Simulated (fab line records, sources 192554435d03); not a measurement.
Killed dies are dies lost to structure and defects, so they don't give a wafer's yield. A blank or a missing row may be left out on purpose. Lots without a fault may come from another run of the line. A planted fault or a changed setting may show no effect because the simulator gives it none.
fab line records | flow n5_finfet
record lots=7 wafers=18 last_day=17
route steps=1938 shown MIM_TOP_LITHO@1839 MIM_TOP_ETCH@1851 PASSIVATION@1936
lots that met no fault: from a run of the same line without faults
start_h: hours from the record's first day to the start of the lot's first wafer shown | wait_h: hours since the lot's step before | " the same as in the row above | L1.1+2: a row that stands for several wafers | - no value, or no start given | * or withheld: withheld | < > ~ a bound
route shown NAME@n: a module of which the file shows steps, and the number in the route of the first | usual: mean/standard deviation of fault-free wafers | same: alike in all rows | chamber/n: place in a boat | sites: the reading at each site | _std_site: their standard deviation | _edge_site: outer sites' mean less inner sites' | radius_mm: how far each site lies from the wafer's centre | mask NAME#n: copy n | behind: the tool/chamber that last shaped the wafer | hold: why the lot was held/for how many hours/how that ended | device: the transistor (n, p or np) that didn't switch | end of line: the same wafers' tests at the end of the route | a step without rows: its recipe alone | killed: dies lost to structure and defects at the first sort, not the wafer's yield | map: a wafer's dies, x killed, . not, _ none there
set.NAME: the setting as run; set.NAME@STEP: as run at that earlier step | model.NAME: the simulator's own value behind a step, which no gauge read
lots at some steps of the route; a table a step, a row a wafer
services: from which hour (start_h, from the record's first day; less than 0 if before it) a tool's chamber was out of use, for how many hours, and why
## steps
# step N5_MIM_TOP_LITHO_HMDS_01
# recipe time_s=60 temp_c=120
# step N5_MIM_TOP_LITHO_COAT_02
# recipe spin_rpm=* resist_thk_nm=*
# step N5_MIM_TOP_LITHO_EBR_04
# recipe solvent=PGMEA ebr_width_mm=1.5
# step N5_MIM_TOP_LITHO_SOFTBAKE_03
# recipe temp_c=100 time_s=90
# step N5_MIM_TOP_LITHO_EXPOSE_05
# recipe mask_id=MIM_TOP na=0.55 source_shape=conventional sigma_outer=0.8 polarization=unpolarized target_cd_nm=2000 dose_mj=20.5
# step N5_MIM_TOP_LITHO_PEB_06
# recipe peb_temp_c=withheld peb_time_s=*
# step N5_MIM_TOP_LITHO_DEVELOP_07
# recipe develop_time_s=60 rinse_liquid=diw dry=air_spin dev_temp_c=21
# step N5_MIM_TOP_LITHO_HARDBAKE_09
# recipe temp_c=130 time_s=120
# step N5_MIM_TOP_LITHO_CD_MEAS_08
# recipe target_cd_nm=2000 landing_energy_ev=500 detector=se_inlens
# usual cd_nm=2000.0/1.9
# columns lot.wafer tool chamber start_h wait_h cd_nm
L338.1 cd_sem-02 0 291.51 - 1995.7
L338.2 " 0 " " 1996.1
L338.3 " 0 " " 1998.5
L339.1 cd_sem-01 0 294.12 - 2001.5
L339.2 " 0 " " 2001.9
L339.6 " 0 " " 2000.1
L341.3 cd_sem-01 0 314.79 - 2002.3
L341.5 " 0 " " 2001.9
L341.6 " 0 " " 2000.3
L347.1 cd_sem-03 0 341.15 - 1997.3
L347.3 " 0 " " 2000.9
L348.3 cd_sem-02 0 345.40 - 1998.8
L348.4 " 0 " " 2001.1
L349.1 cd_sem-01 0 350.70 - 2002.4
L349.4 " 0 " " 1998.5
L352.1 cd_sem-02 0 390.72 - 2000.4
L352.4 " 0 " " 1999.1
L352.5 " 0 " " 2003.1
# step N5_MIM_TOP_LITHO_OVL_MEAS_11
# recipe points_per_wafer=44
# usual MIM_TOP_OVL=3/5.7
# columns lot.wafer tool chamber start_h wait_h MIM_TOP_OVL[nm]
L338.1 overlay-01 0 291.54 0.0 11
L338.2 " 0 " " 10
L338.3 " 0 " " 3
L339.1 overlay-01 0 294.15 0.0 5
L339.2 " 0 " " -1
L339.6 " 0 " " 11
L341.3 overlay-02 0 314.82 0.0 0
L341.5 " 0 " " 2
L341.6 " 0 " " -1
L347.1 overlay-01 0 341.18 0.0 17
L347.3 " 0 " " 16
L348.3 overlay-02 0 345.43 0.0 8
L348.4 " 0 " " 7
L349.1 overlay-01 0 350.73 0.0 6
L349.4 " 0 " " 6
L352.1 overlay-01 0 390.75 0.0 0
L352.4 " 0 " " 8
L352.5 " 0 " " -2
# step N5_MIM_TOP_LITHO_INSPECT_12
# recipe mode=adi inspect_instrument=macro
# usual raw_defect_count=2.2/1.5
# columns lot.wafer tool chamber start_h wait_h raw_defect_count
L338.1 defect_inspect-02 - 291.56 0.0 2
L338.2 " - " " 3
L338.3 " - " " 0
L339.1 defect_inspect-01 - 294.17 0.0 1
L339.2 " - " " 3
L339.6 " - " " 4
L341.3 defect_inspect-01 - 314.84 0.0 4
L341.5 " - " " 1
L341.6 " - " " 4
L347.1 defect_inspect-02 - 341.21 0.0 0
L347.3 " - " " 2
L348.3 defect_inspect-01 - 345.45 0.0 1
L348.4 " - " " 2
L349.1 defect_inspect-02 - 350.75 0.0 2
L349.4 " - " " 4
L352.1 defect_inspect-01 - 390.78 0.0 3
L352.4 " - " " 1
L352.5 " - " " 2
# step N5_MIM_TOP_LITHO_DESCUM_10
# recipe chemistry=O2 time_s=7.9 source_power_w=50 bias_power_w=20 pressure_mtorr=20 rf_frequency_hz=2.712e+07 temp_c=40 o2_flow_sccm=225
# usual drypump_motor_current_A=5.7/0.36 oes_product_au=0.84/0.098 rf_vpp_V=243.4/1.4 showerhead_plenum_p_Torr=2.10/0.074 throttle_valve_pct=20.50/0.18
# columns lot.wafer tool chamber start_h wait_h drypump_motor_current_A oes_product_au rf_hours_counter_h rf_vpp_V showerhead_plenum_p_Torr throttle_valve_pct
L338.1 rie_diel-04 0 291.59 0.0 6.2 0.74 147 242.0 2.01 20.53
L338.2 " 2 " " 6.4 0.69 224 240.6 1.98 20.40
L338.3 " 1 " " 5.4 0.84 98 243.0 2.10 20.47
L339.1 rie_diel-06 1 294.60 0.4 6.1 0.93 15 243.2 2.13 20.33
L339.2 " 0 " " 5.9 0.92 30 245.0 2.11 20.16
L339.6 " 3 " " 5.9 0.91 - 241.5 2.04 20.64
L341.3 rie_diel-06 3 315.06 0.2 5.9 0.89 32 242.7 2.04 20.66
L341.5 " 2 " " 5.3 0.95 - 245.3 2.23 20.33
L341.6 " 3 " " 5.9 0.89 - 241.4 2.04 20.66
L347.1 rie_diel-02 3 341.24 0.0 5.8 0.78 120 245.2 2.21 20.63
L347.3 " 1 " " 5.6 0.96 6 244.3 2.17 20.53
L348.3 rie_diel-02 0 345.58 0.1 5.3 0.81 110 243.6 2.08 20.58
L348.4 " 3 " " 5.7 0.77 121 243.9 2.21 20.64
L349.1 rie_diel-04 1 350.78 0.0 5.4 0.81 122 243.6 2.09 20.48
L349.4 " 2 " " 6.4 0.69 247 240.7 1.97 20.44
L352.1 rie_diel-06 1 390.81 0.0 6.1 0.85 51 244.0 2.12 20.41
L352.4 " 0 " " 5.9 0.86 66 243.6 2.10 20.22
L352.5 " 3 " " 5.9 0.84 - 242.6 2.03 20.70
# step N5_MIM_TOP_ETCH_ETCH_00
# recipe chemistry=Cl2/BCl3 target=TiN target_depth_a=385 ion_energy_ev=150 pressure_mtorr=10 icp_w=1000 bias_w=126 Cl2_flow_sccm=53.25 bcl3_flow_sccm=21.75 Ar_flow_sccm=25
# usual bcl3_flow_sccm=21.76/0.068 drypump_motor_current_A=5.7/0.42 he_backside_leak_sccm=3.5/0.4 oes_ar_750_au=0.73/0.08 oes_product_au=0.74/0.08 throttle_valve_pct=22.87/0.24
# columns lot.wafer tool chamber start_h wait_h bcl3_flow_sccm drypump_motor_current_A he_backside_leak_sccm oes_ar_750_au oes_product_au rf_hours_counter_h throttle_valve_pct model.etch.depth_nm model.MIM_TOP_ETCH.feature_depth_nm model.MIM_TOP_ETCH.cd_offset_nm
L338.1 rie_metal-03 1 291.68 0.1 21.77 5.7 3.4 0.84 0.86 14 22.25 38.48 38.4 0
L338.2 " 0 " " 21.72 5.7 3.4 0.69 0.71 84 23.08 38.96 39 0.2
L338.3 " 1 " " 21.88 5.7 3.3 0.85 0.87 - 22.24 38.56 38.6 0
L339.1 rie_metal-01 0 294.69 0.1 21.60 5.4 3.7 0.84 0.84 19 22.65 38.58 38.6 -0.2
L339.2 " 1 " " 21.81 6.5 3.7 0.65 0.68 82 22.88 38.49 38.4 0.2
L339.6 " 0 " " 21.64 5.4 3.7 0.84 0.84 - 22.66 38.82 38.8 -0.2
L341.3 rie_metal-02 0 315.19 0.1 21.86 5.9 3.7 0.63 0.63 - 22.91 38.86 38.8 -0.2
L341.5 " 0 " " 21.80 5.9 3.9 0.63 0.62 - 22.90 38.7 38.8 -0.2
L341.6 " 1 " " 21.74 5.3 3.3 0.74 0.73 - 23.09 37.91 38 -0.2
L347.1 rie_metal-01 1 341.33 0.1 21.88 6.5 3.1 0.65 0.67 86 22.90 38.39 38.4 0
L347.3 " 0 " " 21.80 5.4 3.6 0.82 0.97 - 22.64 49.82 49.8 -0.6
L348.3 rie_metal-01 0 345.70 0.1 21.80 5.4 3.2 0.82 0.97 - 22.63 50.05 50 -0.6
L348.4 " 1 " " 21.80 6.5 3.6 0.65 0.79 - 22.87 49.67 49.6 -0.6
L349.1 rie_metal-01 1 350.87 0.1 21.88 6.5 3.4 0.65 0.67 88 22.88 38.43 38.4 0
L349.4 " 1 " " 21.78 6.5 3.6 0.65 0.80 - 22.86 50.51 50.6 -0.6
L352.1 rie_metal-03 0 390.90 0.1 21.87 5.7 3.6 0.68 0.69 91 23.09 38.91 39 0
L352.4 " 0 " " 21.76 5.8 3.5 0.68 0.69 - 23.08 39.04 39 0.2
L352.5 " 0 " " 21.72 5.7 3.4 0.68 0.69 - 23.09 38.7 38.8 0.2
# step N5_MIM_TOP_ETCH_STRIP_01
# recipe chemistry=O2 power_w=600 temp_c=60 pressure_mtorr=30 rf_frequency_hz=6e+07 bias_power_w=0 overash_fraction=0.5 o2_flow_sccm=225
# usual drypump_motor_current_A=5.7/0.53 oes_product_au=0.80/0.087 rf_vpp_V=3.5/1.4 showerhead_plenum_p_Torr=2.09/0.086 throttle_valve_pct=16.64/0.2
# columns lot.wafer tool chamber start_h wait_h drypump_motor_current_A oes_product_au rf_hours_counter_h rf_vpp_V showerhead_plenum_p_Torr throttle_valve_pct
L338.1 rie_diel-05 0 291.83 0.1 5.6 0.73 153 2.3 1.95 16.76
L338.2 " 1 " " 6.1 0.81 92 3.2 2.20 16.45
L338.3 " 2 " " 6.8 0.77 136 4.3 2.19 16.33
L339.1 rie_diel-03 1 295.00 0.3 6.1 0.83 80 3.3 2.03 16.58
L339.2 " 0 " " 5.9 0.69 198 2.5 2.09 16.90
L339.6 " 3 " " 5.4 0.93 - 5.7 2.16 16.35
L341.3 rie_diel-05 0 315.29 0.1 5.6 0.74 161 4.2 1.94 16.80
L341.5 " 1 " " 6.1 0.77 - 2.7 2.20 16.48
L341.6 " 0 " " 5.6 0.75 - 2.7 1.94 16.84
L347.1 rie_diel-05 2 341.47 0.1 6.7 0.76 153 5.5 2.19 16.36
L347.3 " 3 " " 5.7 0.93 4 5.4 2.17 16.23
L348.3 rie_diel-03 1 345.81 0.1 6.1 0.82 97 5.9 2.02 16.53
L348.4 " 1 " " 6.1 0.83 - 3.8 2.02 16.56
L349.1 rie_diel-01 3 351.08 0.2 5.3 1.01 0 4.8 2.24 16.25
L349.4 " 2 " " 5.0 0.89 35 3.9 2.03 16.72
L352.1 rie_diel-03 1 391.14 0.2 6.1 0.82 109 1.1 2.02 16.64
L352.4 " 2 " " 5.0 0.73 224 4.0 2.00 16.82
L352.5 " 3 " " 5.4 0.88 - 2.3 2.15 16.39
# step N5_PASSIVATION_PROBE_49
# usual defect_limited_yield=91.5/1.5 killed_at_M0_to_M3=32/9.4 killed_at_M4_up=12/5.1 killed_at_contacts=11/7.4 killed_at_front_end=41/11 killed_at_other=3.4/2.5 killed_dies=100/17 killed_open=65/14 killed_short=33/7 sort_bin_4_leakage=0.00/0.01 sort_bin_5_function=4.9/0.96 sort_bin_6_memory=3.1/0.7 sort_n_pass=1080/17 sort_yield_pct=91.5/1.5
# same gross_dies=1180 killed_at_back_side=0 sort_bin_8_speed[%]=0
# columns lot.wafer tool chamber start_h wait_h defect_limited_yield[%] killed_at_M0_to_M3 killed_at_M4_up killed_at_contacts killed_at_front_end killed_at_other killed_dies killed_open killed_short sort_bin_4_leakage[%] sort_bin_5_function[%] sort_bin_6_memory[%] sort_n_pass sort_yield_pct[%]
L338.1 prober-02 - 300.69 0.0 93.6 26 4 7 39 0 76 51 23 0 4.1 2.0 1104 93.6
L338.2 prober-02 - 300.74 0.1 93.0 18 12 22 28 3 83 49 34 0 4.0 2.6 1097 93.0
L338.3 prober-02 - 300.79 0.1 92.8 27 9 11 36 2 85 54 28 0 4.2 2.8 1095 92.8
L341.3 prober-01 - 327.55 0.1 91.5 36 17 11 31 5 100 67 33 0 4.7 3.6 1080 91.5
L341.5 prober-01 - 327.65 0.2 91.9 32 14 2 45 3 96 64 30 0 4.6 3.0 1084 91.9
L341.6 prober-01 - 327.70 0.3 88.5 34 11 19 65 7 136 90 44 0 6.8 4.3 1044 88.5
L348.3 prober-02 - 355.44 0.1 90.7 33 18 6 44 9 110 65 45 0 5.6 3.1 1070 90.7
L348.4 prober-02 - 355.49 0.2 91.7 41 14 8 33 2 98 66 32 0 4.7 3.1 1082 91.7
L352.1 prober-02 - 401.05 0.0 92.0 33 12 6 35 8 94 61 33 0 4.4 3.2 1086 92.0
L352.4 prober-02 - 401.20 0.2 95.2 14 13 3 26 1 57 32 25 0 2.8 1.9 1123 95.2
L352.5 prober-02 - 401.25 0.2 91.3 25 18 11 43 6 103 75 28 0 4.7 4.0 1077 91.3
# killed by level:class
L338.1 DUMMY_GATE:geometric_particle:open=14 BEOL_M2:geometric_particle:open=8 FIN_SAQP:geometric_particle:short=6 MOL_CONTACT_COAG:geometric_particle:open=5 BEOL_M0_SAQP:geometric_particle:open=4 BEOL_M1:geometric_particle:open=4 BEOL_M3:geometric_particle:open=4 STI_FIN_REVEAL:geometric_particle:open=3
L338.2 MOL_CONTACT_COAG:geometric_particle:open=18 GATE_CUT:geometric_particle:short=9 BEOL_M0_SAQP:geometric_particle:short=6 MOL_CONTACT_COAG:geometric_particle:short=4 BEOL_M7:geometric_particle:open=4 STARTING-WAFER:geometric_particle:short=4 STI_FIN_REVEAL:geometric_particle:open=3 STARTING-WAFER:geometric_particle:open=3
L338.3 MOL_CONTACT_COAG:geometric_particle:open=11 BEOL_M0_SAQP:geometric_particle:open=8 FIN_SAQP:geometric_particle:open=6 STARTING-WAFER:geometric_particle:short=6 BEOL_M0_SAQP:geometric_particle:short=5 BEOL_M1:geometric_particle:open=4 BEOL_M3:geometric_particle:open=4 DUMMY_GATE:geometric_particle:short=3
L341.3 MOL_CONTACT_COAG:geometric_particle:open=10 BEOL_M3:geometric_particle:open=10 BEOL_M0_SAQP:geometric_particle:open=8 BEOL_M2:geometric_particle:open=6 BEOL_M1:geometric_particle:short=6 BEOL_M4:geometric_particle:open=6 FIN_SAQP:geometric_particle:open=5 STI_FIN_REVEAL:geometric_particle:short=4
L341.5 BEOL_M4:geometric_particle:open=11 STI_FIN_REVEAL:geometric_particle:open=10 FIN_SAQP:geometric_particle:short=9 BEOL_M0_SAQP:geometric_particle:open=8 BEOL_M3:geometric_particle:open=8 BEOL_M2:geometric_particle:open=7 FIN_SAQP:geometric_particle:open=5 GATE_CUT:geometric_particle:short=4
L341.6 FIN_SAQP:geometric_particle:open=16 MOL_CONTACT_COAG:geometric_particle:open=16 STI_FIN_REVEAL:geometric_particle:open=15 FIN_SAQP:geometric_particle:short=12 BEOL_M2:geometric_particle:open=9 BEOL_M3:geometric_particle:open=6 BEOL_M1:geometric_particle:short=5 STARTING-WAFER:geometric_particle:short=5
L348.3 FIN_SAQP:geometric_particle:open=13 BEOL_M0_SAQP:geometric_particle:short=8 BEOL_M0_SAQP:geometric_particle:open=8 BEOL_M4:geometric_particle:open=8 MIM_TOP_ETCH:geometric_particle:short=6 FIN_SAQP:geometric_particle:short=5 DUMMY_GATE:geometric_particle:open=5 GATE_CUT:geometric_particle:short=5
L348.4 FIN_SAQP:geometric_particle:open=8 BEOL_M0_SAQP:geometric_particle:open=8 BEOL_M0_SAQP:geometric_particle:short=8 BEOL_M2:geometric_particle:open=7 MOL_CONTACT_COAG:geometric_particle:open=6 BEOL_M3:geometric_particle:open=6 FIN_SAQP:geometric_particle:short=5 BEOL_M1:geometric_particle:open=5
L352.1 DUMMY_GATE:geometric_particle:open=9 BEOL_M1:geometric_particle:open=8 BEOL_M0_SAQP:geometric_particle:short=7 BEOL_M1:geometric_particle:short=7 FIN_SAQP:geometric_particle:open=5 FIN_SAQP:geometric_particle:short=5 STARTING-WAFER:geometric_particle:open=5 MOL_CONTACT_COAG:geometric_particle:open=4
L352.4 FIN_SAQP:geometric_particle:short=7 FIN_SAQP:geometric_particle:open=5 BEOL_M1:geometric_particle:open=5 BEOL_M5:geometric_particle:open=5 ILD0:geometric_particle:short=3 BEOL_M0_SAQP:geometric_particle:short=3 BEOL_M1:geometric_particle:short=3 BEOL_M4:geometric_particle:open=3
L352.5 DUMMY_GATE:geometric_particle:open=10 BEOL_M4:geometric_particle:open=9 MOL_CONTACT_COAG:geometric_particle:open=8 STARTING-WAFER:geometric_particle:open=7 FIN_SAQP:geometric_particle:open=6 BEOL_M0_SAQP:geometric_particle:open=6 BEOL_M1:geometric_particle:open=6 PAD_METAL:geometric_particle:open=6
## services
# columns tool chamber start_h hours kind
rie_metal-02 0 273.31 12.5 repair
rie_diel-06 2 275.51 - clean
rie_diel-06 2 275.51 - consumable_replace:focus_ring
rie_diel-06 2 275.51 - consumable_replace:showerhead
rie_diel-06 2 275.51 16.2 scheduled_down
rie_diel-06 2 275.51 16.2 vent_cycle
rie_diel-04 - 279.19 1.3 repair
rie_diel-04 2 280.55 4.1 repair
rie_diel-05 3 288.80 4.2 repair
rie_diel-03 0 289.36 5.6 repair
rie_metal-03 0 302.78 1.7 repair
rie_diel-05 3 307.51 - clean
rie_diel-05 3 307.51 - consumable_replace:focus_ring
rie_diel-05 3 307.51 17.0 scheduled_down
rie_diel-05 3 307.51 17.0 vent_cycle
rie_diel-06 - 319.94 0.8 repair
rie_diel-01 1 326.54 5.2 repair
rie_diel-03 3 343.39 5.5 repair
rie_diel-03 2 358.84 8.7 repair
rie_diel-03 1 362.26 7.0 repair
rie_diel-04 0 366.47 32.6 repair
rie_metal-03 - 374.34 14.6 pm
rie_diel-02 3 377.58 6.5 repair
rie_diel-02 2 383.38 5.2 repair
## key
first_sign step=N5_MIM_TOP_ETCH_ETCH_00 reading=oes_product_au direction=up sigmas=1.8 usual=0.74 struck=0.88
effect none on later readings
model_effect step=N5_MIM_TOP_ETCH_ETCH_00 value=etch.depth_nm without=38.36 struck=50.01
met_at N5_MIM_TOP_ETCH_ETCH_00
struck_wafers L347.3,L348.3,L348.4,L349.4
onset_between 294.69 341.33
fault kind=process_parameter_drift tool=rie_metal-01 chamber=- onset_h=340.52 steps=N5_MIM_TOP_ETCH_ETCH_00 channel=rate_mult offset=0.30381 shape=step end_h=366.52 scope=struck_wafers_only
